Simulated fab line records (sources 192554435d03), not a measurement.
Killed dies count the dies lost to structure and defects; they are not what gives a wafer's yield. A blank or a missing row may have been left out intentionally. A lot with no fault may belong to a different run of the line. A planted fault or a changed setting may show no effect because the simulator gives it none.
fab line records	flow n5_finfet
record: lots: 4	wafers: 12	last_day: 17
route steps=1938 shown BEOL_M4@1059 PASSIVATION@1936
lots that met no fault: taken from a fault-free run of the same line
start_h: hours from the record's opening day to when the first of the lot's shown wafers began	wait_h: how many hours have passed since the lot's step before this one	" the same as in the row above	L1.1+2: a single row standing in for several wafers	- no value, or no start was given	* or withheld: withheld	< > ~ a bound
route shown NAME@n: a module of which the file shows steps, and the number in the route of the first	usual: mean and standard deviation over wafers with no fault	same: alike in all rows	chamber/n: place in a boat	sites: the reading at each site	_std_site: the standard deviation of these	_edge_site: inner sites' mean taken away from outer sites' mean	radius_mm: for every site, how far away it sits from the centre of the wafer	mask NAME#n: copy n	behind: the last tool/chamber to shape the wafer	hold: reason for holding the lot/hours on hold/outcome of the hold	device: which transistor (n, p or np) failed to switch	end of line: the same wafers' tests at the end of the route	for a step that has no rows: nothing shown but its recipe	killed: dies lost to structure and defects at the first sort, not the wafer's yield	map: per-die view of a wafer (x killed, . not killed, _ where there is no die)
set.NAME: setting as actually run; set.NAME@STEP: the setting as run at that earlier step	model.NAME: the simulator's own value behind a step, which no gauge read
certain route steps with their lots: each step a table, each wafer a row
services: when a tool's chamber went out of use (start_h, in hours from the record's first day, below 0 if earlier), for how many hours, and the reason
== steps ==
step: N5_BEOL_M4_DESCUM_33
recipe: chemistry: O2	time_s: 7	source_power_w: 50	bias_power_w: 20	pressure_mtorr: 20	rf_frequency_hz: 2.712e+07	temp_c: 40	resist: CAR-EUV	o2_flow_sccm: 225
step: N5_BEOL_M4_ETCH_77
recipe: chemistry: N2/H2	target: underlayer	target_depth_a: 65	mask_material: CAR-EUV	time_s: 5.2	ion_energy_ev: 200	pressure_mtorr: 30	source_w: 840	bias_w: 150	n2_flow_sccm: 200	h2_flow_sccm: 200	ends: cleared
step: N5_BEOL_M4_ETCH_69
recipe: chemistry: CF4	target: SiARC	target_depth_a: 156	mask_material: CAR-EUV	time_s: 26	ion_energy_ev: 80	pressure_mtorr: 40	source_w: 545	bias_w: 36	Ar_flow_sccm: 100	cf4_flow_sccm: 100	ends: cleared
step: N5_BEOL_M4_ALD_98
recipe: material: SiO2	target_thk_a: 25	temp_c: 100	ald_precursor_family: BDEAS	ald_co_reactant: O2-plasma	pulse_time_s: 1	co_reactant_pulse_time_s: 1	purge_time_s: 2	co_reactant_purge_time_s: 2	ald_cycles: 17	pressure_torr: 2
step: N5_BEOL_M4_ETCHBACK_99
recipe: chemistry: CHF3	target: SiO2	target_depth_a: 50	time_s: 10.4	source_w: 215	bias_w: 47	Ar_flow_sccm: 200	CHF3_flow_sccm: 12	ion_energy_ev: 100	pressure_mtorr: 30
step: N5_BEOL_M4_ETCH_70
recipe: chemistry: N2/H2	target: SOC	target_depth_a: 800	overetch_a: 240	mask_material: SiARC	temp_c: 40	time_s: 130	ion_energy_ev: 200	pressure_mtorr: 30	source_w: 840	bias_w: 150	n2_flow_sccm: 200	h2_flow_sccm: 200
step: N5_BEOL_M4_STRIP_71
recipe: chemistry: N2/H2	temp_c: 40	n2_flow_sccm: 200	h2_flow_sccm: 200	rf_frequency_hz: 6e+07
step: N5_BEOL_M4_STRIP_78
recipe: chemistry: N2/H2	temp_c: 40	n2_flow_sccm: 200	h2_flow_sccm: 200	rf_frequency_hz: 6e+07
step: N5_BEOL_M4_VIA_ETCH_34
recipe: chemistry: C4F6/O2	target_depth_a: 694	mask_material: SOC	pressure_mtorr: 15	ion_energy_ev: 250	taper_deg: 4	time_s: 65.9	source_w: 350	bias_w: 170	Ar_flow_sccm: 300	C4F6_flow_sccm: 10	O2_flow_sccm: 10
step: N5_BEOL_M4_STRIP_83
recipe: chemistry: C4F6/O2	resist: SiARC	rf_frequency_hz: 6e+07
step: N5_BEOL_M4_STRIP_36
recipe: chemistry: N2/H2	power_w: 450	temp_c: 40	pressure_mtorr: 20	rf_frequency_hz: 6e+07	overash_fraction: 0.3	bias_power_w: 7	h2_frac: 0.5	n2_flow_sccm: 200	h2_flow_sccm: 200
usual: bias_power_w: 7.000/0.021	chamber_pressure_mTorr: 20.00/0.031	drypump_motor_current_A: 5.9/0.58	oes_product_au: 0.79/0.1	rf_vpp_V: 59.0/1.6	showerhead_plenum_p_Torr: 2.54/0.093	throttle_valve_pct: 23.67/0.24
lot.wafer	tool	chamber	start_h	wait_h	bias_power_w	chamber_pressure_mTorr	drypump_motor_current_A	oes_product_au	rf_hours_counter_h	rf_vpp_V	showerhead_plenum_p_Torr	throttle_valve_pct	model.SOC_of_BEOL_M4_COAT_67.thk_nm
L668.3	rie_diel-05	1	218.79	0.0	6.965	19.97	5.9	0.82	80	58.7	2.48	23.96	0
L668.4	"	3	"	"	6.986	19.98	6.7	0.72	218	60.6	2.40	23.96	0
L668.6	"	0	"	"	7.017	20.03	5.3	0.66	-	57.1	2.62	23.81	0
L670.1	rie_diel-01	2	225.35	0.0	-	-	-	-	-	-	-	-	52
L670.3	"	1	"	"	-	-	-	-	-	-	-	-	52.2
L670.5	"	3	"	"	-	-	-	-	-	-	-	-	51.8
L671.2	rie_diel-05	1	225.37	0.0	-	-	-	-	-	-	-	-	51.4
L671.4	"	2	"	"	-	-	-	-	-	-	-	-	51.6
L671.6	"	2	"	"	-	-	-	-	-	-	-	-	52
L680.1	rie_diel-01	0	290.72	0.0	6.989	20.01	6.2	0.88	47	60.2	2.70	23.64	0
L680.5	"	1	"	"	7.009	20.02	5.3	0.70	-	57.2	2.51	23.84	0
L680.6	"	2	"	"	7.004	19.97	6.7	0.73	-	61.1	2.52	23.61	0
step: N5_BEOL_M4_TRENCH_ETCH_37
recipe: chemistry: C4F6/O2	target_depth_a: 555.55	target: SiOC	time_s: 29.2	ion_energy_ev: 250	pressure_mtorr: 30	source_w: 355	bias_w: 185	Ar_flow_sccm: 300	C4F6_flow_sccm: 10	O2_flow_sccm: 10
step: N5_BEOL_M4_ETCH_41
recipe: chemistry: CH3F/O2	target: SiCN	target_depth_a: 299	taper_deg: 2	time_s: 52.5	ion_energy_ev: 120	mask_material: TiN	pressure_mtorr: 30	source_w: 395	bias_w: 75	Ar_flow_sccm: 150	CH3F_flow_sccm: 30	O2_flow_sccm: 20
usual: O2_flow_sccm: 19.99/0.061	drypump_motor_current_A: 5.9/0.58	oes_product_au: 0.79/0.1	rf_vpp_V: 297.2/1.7	showerhead_plenum_p_Torr: 1.99/0.071	throttle_valve_pct: 16.27/0.26
lot.wafer	tool	chamber	start_h	wait_h	O2_flow_sccm	drypump_motor_current_A	oes_product_au	rf_hours_counter_h	rf_vpp_V	showerhead_plenum_p_Torr	throttle_valve_pct	model.SOC_of_BEOL_M4_COAT_67.thk_nm
L668.3	rie_diel-05	1	-	-	19.89	6.0	0.83	80	295.8	1.95	16.40	0
L668.4	"	3	"	"	20.05	6.7	0.71	218	294.8	1.89	16.52	0
L668.6	"	0	"	"	20.03	5.3	0.65	-	297.3	2.04	16.37	0
L670.1	rie_diel-01	2	225.42	0.0	20.05	6.7	0.73	189	296.3	1.98	16.27	35.8
L670.3	"	1	"	"	20.02	5.2	0.71	192	296.0	1.97	16.57	36
L670.5	"	3	"	"	20.02	5.9	0.99	-	299.1	2.04	15.92	35
L671.2	rie_diel-05	1	225.44	0.0	19.97	6.0	0.82	83	295.6	1.94	16.41	34.6
L671.4	"	2	"	"	20.01	5.6	0.76	154	298.6	2.01	16.37	35.2
L671.6	"	2	"	"	20.13	5.6	0.75	-	297.7	2.01	16.38	35.4
L680.1	rie_diel-01	0	-	-	19.97	6.2	0.88	47	299.5	2.12	15.89	0
L680.5	"	1	"	"	20.01	5.3	0.70	-	297.2	1.96	16.61	0
L680.6	"	2	"	"	19.98	6.7	0.72	-	296.4	1.98	16.31	0
step: N5_BEOL_M4_STRIP_97
recipe: chemistry: N2/H2	time_s: 10	power_w: 450	temp_c: 40	pressure_mtorr: 20	rf_frequency_hz: 6e+07	bias_power_w: 7	n2_flow_sccm: 200	h2_flow_sccm: 200
step: N5_BEOL_M4_RC_MEAS_101
usual: DIBL_N: 36.5/2	DIBL_P: 36.5/2.3	IOFF_N: 0.16/0.036	IOFF_P: 0.21/0.037	ION_N: 672/12	ION_P: 459/7.1	SS_N: 71.6/0.73	SS_P: 73.4/0.76	VT_N: 250/3.3	VT_P: -250.5/2.9
lot.wafer	tool	chamber	start_h	wait_h	DIBL_N[mV/V]	DIBL_P[mV/V]	IOFF_N[nA/um]	IOFF_P[nA/um]	ION_N[uA/um]	ION_P[uA/um]	SS_N[mV/dec]	SS_P[mV/dec]	VT_N[mV]	VT_P[mV]
L668.3	prober-01	0	223.63	0.3	32.9	33.1	0.10	0.15	651	450	70.4	72.3	255	-253.9
L668.4	"	0	"	"	38.1	38.9	0.19	0.24	676	461	72.7	73.7	248	-247.5
L668.6	"	0	"	"	35.0	34.4	0.13	0.17	664	453	71.4	73.5	254	-252.8
L680.1	prober-02	0	296.59	0.0	35.8	37.0	0.17	0.20	682	463	71.3	73.9	250	-251.0
L680.5	"	0	"	"	35.6	37.3	0.17	0.21	678	469	71.5	73.3	248	-248.7
L680.6	"	0	"	"	33.9	34.6	0.13	0.17	667	456	71.1	73.0	252	-255.2
step: N5_PASSIVATION_PROBE_49
usual: defect_limited_yield: 91.4/1.4	killed_at_M0_to_M3: 33/11	killed_at_M4_up: 13/5.3	killed_at_contacts: 13/6.1	killed_at_front_end: 40/11	killed_at_other: 2.9/2.7	killed_dies: 102/17	killed_on_rim: 14/4.2	killed_open: 68/13	killed_short: 32/7.5	sort_bin_5_function: 5.1/0.98	sort_bin_6_memory: 3.2/0.69	sort_n_pass: 1077/21	sort_yield_pct: 91.3/1.7
same: gross_dies: 1180	killed_at_back_side: 0	sort_bin_4_leakage[%]: 0	sort_bin_8_speed[%]: 0
lot.wafer	tool	chamber	start_h	wait_h	defect_limited_yield[%]	killed_at_M0_to_M3	killed_at_M4_up	killed_at_contacts	killed_at_front_end	killed_at_other	killed_dies	killed_on_rim	killed_open	killed_short	sort_bin_5_function[%]	sort_bin_6_memory[%]	sort_n_pass	sort_yield_pct[%]
L671.2	prober-01	-	343.61	0.1	0	26	1108	25	21	0	1180	152	66	21	96.9	3.1	0	0
L671.4	prober-01	-	343.71	0.2	0	21	1101	25	30	3	1180	152	58	30	97.5	1.9	0	0
L671.6	prober-01	-	343.81	0.3	0	16	1114	19	31	0	1180	152	53	28	97.4	2.4	0	0
L670.1	prober-01	-	349.32	0.0	0	23	1114	6	36	1	1180	152	52	27	97.6	2.2	0	0
L670.3	prober-01	-	349.42	0.1	0	27	1112	14	27	0	1180	152	45	33	97.3	2.5	0	0
L670.5	prober-01	-	349.52	0.2	0	22	1124	3	30	1	1180	152	34	24	97.8	2.0	0	0
L680.1	prober-01	-	414.89	0.0	90.0	63	11	9	31	4	118	11	78	39	6.6	3.1	1062	90.0
L680.5	prober-01	-	415.09	0.2	91.7	29	16	5	47	1	98	11	66	31	4.7	3.6	1082	91.7
L680.6	prober-01	-	415.14	0.3	94.4	15	12	10	28	1	66	12	43	22	3.9	1.4	1114	94.4
killed by level:class
L671.2 BEOL_M4:area_etch=1091 MOL_CONTACT_COAG:geometric_particle:open=21 BEOL_M0_SAQP:geometric_particle:open=9 BEOL_M1:geometric_particle:open=7 BEOL_M0_SAQP:geometric_particle:short=5 FIN_SAQP:geometric_particle:open=4 MOL_CONTACT_COAG:geometric_particle:short=4 BEOL_M11:geometric_particle:open=4
L671.4 BEOL_M4:area_etch=1091 MOL_CONTACT_COAG:geometric_particle:open=20 FIN_SAQP:geometric_particle:short=10 BEOL_M2:geometric_particle:open=8 GATE_CUT:geometric_particle:short=6 MOL_CONTACT_COAG:geometric_particle:short=5 BEOL_M3:geometric_particle:open=4 FIN_SAQP:geometric_particle:open=3
L671.6 BEOL_M4:area_etch=1098 MOL_CONTACT_COAG:geometric_particle:open=17 FIN_SAQP:geometric_particle:short=7 BEOL_M4:geometric_particle:short=6 BEOL_M4:geometric_particle:open=6 DUMMY_GATE:geometric_particle:open=5 FIN_SAQP:geometric_particle:open=4 BEOL_M3:geometric_particle:open=4
L670.1 BEOL_M4:area_etch=1100 STI_FIN_REVEAL:geometric_particle:open=13 BEOL_M0_SAQP:geometric_particle:short=9 DUMMY_GATE:geometric_particle:open=8 FIN_SAQP:geometric_particle:short=5 MOL_CONTACT_COAG:geometric_particle:open=5 BEOL_M0_SAQP:geometric_particle:open=4 BEOL_M2:geometric_particle:open=4
L670.3 BEOL_M4:area_etch=1096 BEOL_M0_SAQP:geometric_particle:short=10 MOL_CONTACT_COAG:geometric_particle:open=7 MOL_CONTACT_COAG:geometric_particle:short=7 BEOL_M4:geometric_particle:open=7 FIN_SAQP:geometric_particle:open=6 STI_FIN_REVEAL:geometric_particle:open=6 BEOL_M0_SAQP:geometric_particle:open=6
L670.5 BEOL_M4:area_etch=1121 FIN_SAQP:geometric_particle:short=9 BEOL_M0_SAQP:geometric_particle:open=6 STARTING-WAFER:geometric_particle:short=5 FIN_SAQP:geometric_particle:open=4 BEOL_M1:geometric_particle:open=4 DUMMY_GATE:geometric_particle:open=3 MOL_CONTACT_COAG:geometric_particle:open=3
L680.1 BEOL_M0_SAQP:geometric_particle:open=15 BEOL_M1:geometric_particle:open=14 BEOL_M2:geometric_particle:open=13 BEOL_M0_SAQP:geometric_particle:short=11 MOL_CONTACT_COAG:geometric_particle:open=7 FIN_SAQP:geometric_particle:open=6 FIN_SAQP:geometric_particle:short=5 GATE_CUT:geometric_particle:short=5
L680.5 FIN_SAQP:geometric_particle:open=22 BEOL_M4:geometric_particle:open=10 BEOL_M0_SAQP:geometric_particle:short=9 BEOL_M0_SAQP:geometric_particle:open=7 GATE_CUT:geometric_particle:open=6 FIN_SAQP:geometric_particle:short=4 MOL_CONTACT_COAG:geometric_particle:open=4 STARTING-WAFER:geometric_particle:short=4
L680.6 MOL_CONTACT_COAG:geometric_particle:open=10 FIN_SAQP:geometric_particle:open=5 STI_FIN_REVEAL:geometric_particle:open=5 BEOL_M2:geometric_particle:open=4 STI_FIN_REVEAL:geometric_particle:short=3 ILD0:geometric_particle:short=3 GATE_CUT:geometric_particle:short=3 BEOL_M0_SAQP:geometric_particle:short=3
map L670.1 (x killed, . not)
_________________xxxxxxxxxxxx________________
______________xxxxxxxxxxxxxxxxxx_____________
___________xxxxxxxxxxxxxxxxxxxxxxxx__________
__________xxxxxxxxxxxxxxxxxxxxxxxxxx_________
________xxxxxxxxxxxxxxxxxxxxxxxxxxxxxx_______
_______xxxxxxxxxxxxxxxxxxxxxxxxxxxxxxxx______
______xxxxxxxxxxxxxxxxxxxxxxxxxxxxxxxxxx_____
_____xxxxxxxxxxxxxxxxxxxxxxxxxxxxxxxxxxxx____
____xxxxxxxxxxxxxxxxxxxxxxxxxxxxxxxxxxxxxx___
___xxxxxxxxxxxxxxxxxxxxxxxxxxxxxxxxxxxxxxxx__
___xxxxxxxxxxxxxxxxxxxxxxxxxxxxxxxxxxxxxxxx__
__xxxxxxxxxxxxxxxxxxxxxxxxxxxxxxxxxxxxxxxxxx_
__xxxxxxxxxxxxxxxxxxxxxxxxxxxxxxxxxxxxxxxxxx_
_xxxxxxxxxxxxxxxxxxxxxxxxxxxxxxxxxxxxxxxxxxxx
_xxxxxxxxxxxxxxxxxxxxxxxxxxxxxxxxxxxxxxxxxxxx
_xxxxxxxxxxxxxxxxxxxxxxxxxxxxxxxxxxxxxxxxxxxx
_xxxxxxxxxxxxxxxxxxxxxxxxxxxxxxxxxxxxxxxxxxxx
_xxxxxxxxxxxxxxxxxxxxxxxxxxxxxxxxxxxxxxxxxxxx
_xxxxxxxxxxxxxxxxxxxxxxxxxxxxxxxxxxxxxxxxxxxx
_xxxxxxxxxxxxxxxxxxxxxxxxxxxxxxxxxxxxxxxxxxxx
_xxxxxxxxxxxxxxxxxxxxxxxxxxxxxxxxxxxxxxxxxxxx
__xxxxxxxxxxxxxxxxxxxxxxxxxxxxxxxxxxxxxxxxxx_
__xxxxxxxxxxxxxxxxxxxxxxxxxxxxxxxxxxxxxxxxxx_
___xxxxxxxxxxxxxxxxxxxxxxxxxxxxxxxxxxxxxxxx__
___xxxxxxxxxxxxxxxxxxxxxxxxxxxxxxxxxxxxxxxx__
____xxxxxxxxxxxxxxxxxxxxxxxxxxxxxxxxxxxxxx___
_____xxxxxxxxxxxxxxxxxxxxxxxxxxxxxxxxxxxx____
______xxxxxxxxxxxxxxxxxxxxxxxxxxxxxxxxxx_____
_______xxxxxxxxxxxxxxxxxxxxxxxxxxxxxxxx______
________xxxxxxxxxxxxxxxxxxxxxxxxxxxxxx_______
__________xxxxxxxxxxxxxxxxxxxxxxxxxx_________
___________xxxxxxxxxxxxxxxxxxxxxxxx__________
______________xxxxxxxxxxxxxxxxxx_____________
_________________xxxxxxxxxxxx________________
map L671.2 (x killed, . not)
_________________xxxxxxxxxxxx________________
______________xxxxxxxxxxxxxxxxxx_____________
___________xxxxxxxxxxxxxxxxxxxxxxxx__________
__________xxxxxxxxxxxxxxxxxxxxxxxxxx_________
________xxxxxxxxxxxxxxxxxxxxxxxxxxxxxx_______
_______xxxxxxxxxxxxxxxxxxxxxxxxxxxxxxxx______
______xxxxxxxxxxxxxxxxxxxxxxxxxxxxxxxxxx_____
_____xxxxxxxxxxxxxxxxxxxxxxxxxxxxxxxxxxxx____
____xxxxxxxxxxxxxxxxxxxxxxxxxxxxxxxxxxxxxx___
___xxxxxxxxxxxxxxxxxxxxxxxxxxxxxxxxxxxxxxxx__
___xxxxxxxxxxxxxxxxxxxxxxxxxxxxxxxxxxxxxxxx__
__xxxxxxxxxxxxxxxxxxxxxxxxxxxxxxxxxxxxxxxxxx_
__xxxxxxxxxxxxxxxxxxxxxxxxxxxxxxxxxxxxxxxxxx_
_xxxxxxxxxxxxxxxxxxxxxxxxxxxxxxxxxxxxxxxxxxxx
_xxxxxxxxxxxxxxxxxxxxxxxxxxxxxxxxxxxxxxxxxxxx
_xxxxxxxxxxxxxxxxxxxxxxxxxxxxxxxxxxxxxxxxxxxx
_xxxxxxxxxxxxxxxxxxxxxxxxxxxxxxxxxxxxxxxxxxxx
_xxxxxxxxxxxxxxxxxxxxxxxxxxxxxxxxxxxxxxxxxxxx
_xxxxxxxxxxxxxxxxxxxxxxxxxxxxxxxxxxxxxxxxxxxx
_xxxxxxxxxxxxxxxxxxxxxxxxxxxxxxxxxxxxxxxxxxxx
_xxxxxxxxxxxxxxxxxxxxxxxxxxxxxxxxxxxxxxxxxxxx
__xxxxxxxxxxxxxxxxxxxxxxxxxxxxxxxxxxxxxxxxxx_
__xxxxxxxxxxxxxxxxxxxxxxxxxxxxxxxxxxxxxxxxxx_
___xxxxxxxxxxxxxxxxxxxxxxxxxxxxxxxxxxxxxxxx__
___xxxxxxxxxxxxxxxxxxxxxxxxxxxxxxxxxxxxxxxx__
____xxxxxxxxxxxxxxxxxxxxxxxxxxxxxxxxxxxxxx___
_____xxxxxxxxxxxxxxxxxxxxxxxxxxxxxxxxxxxx____
______xxxxxxxxxxxxxxxxxxxxxxxxxxxxxxxxxx_____
_______xxxxxxxxxxxxxxxxxxxxxxxxxxxxxxxx______
________xxxxxxxxxxxxxxxxxxxxxxxxxxxxxx_______
__________xxxxxxxxxxxxxxxxxxxxxxxxxx_________
___________xxxxxxxxxxxxxxxxxxxxxxxx__________
______________xxxxxxxxxxxxxxxxxx_____________
_________________xxxxxxxxxxxx________________
== services ==
tool	chamber	start_h	hours	kind
rie_diel-05	-	236.83	0.2	repair
rie_diel-01	1	255.42	3.4	repair
rie_diel-05	0	265.60	-	clean
rie_diel-05	0	265.60	-	consumable_replace:focus_ring
rie_diel-05	0	265.60	22.7	scheduled_down
rie_diel-05	0	265.60	22.7	vent_cycle
rie_diel-01	2	270.68	4.7	repair
rie_diel-05	-	273.86	14.6	pm
== key ==
first_sign: step: N5_BEOL_M4_STRIP_36	reading: tool_record	direction: missing
effect: step: N5_PASSIVATION_PROBE_49	reading: killed_at_M4_up	direction: up	sigmas: 99+	usual: 13	struck: 1112
model_effect: step: N5_BEOL_M4_STRIP_36	value: SOC_of_BEOL_M4_COAT_67.thk_nm	without: 0	struck: 51.83
model_effect: step: N5_BEOL_M4_ETCH_41	value: SOC_of_BEOL_M4_COAT_67.thk_nm	without: 0	struck: 35.33
more_kills_born_at: N5_BEOL_M4_ETCH_41@rie_diel-01: 3317	N5_BEOL_M4_ETCH_41@rie_diel-05: 3280
met_at N5_BEOL_M4_STRIP_36
struck_wafers L670.1,L670.3,L670.5,L671.2,L671.4,L671.6
later_rows_left_out L670.1,L670.3,L670.5,L671.2,L671.4,L671.6
onset_between 218.79 225.35
fault: kind: skipped_step_whole	tool: rie_diel-01,rie_diel-05	chamber: -	onset_h: 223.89	steps: N5_BEOL_M4_STRIP_36	scope: struck_lots_only
later_rows_left_out: the simulator's readings of these wafers behind a module that went badly wrong aren't trusted and aren't shown, but for the sort
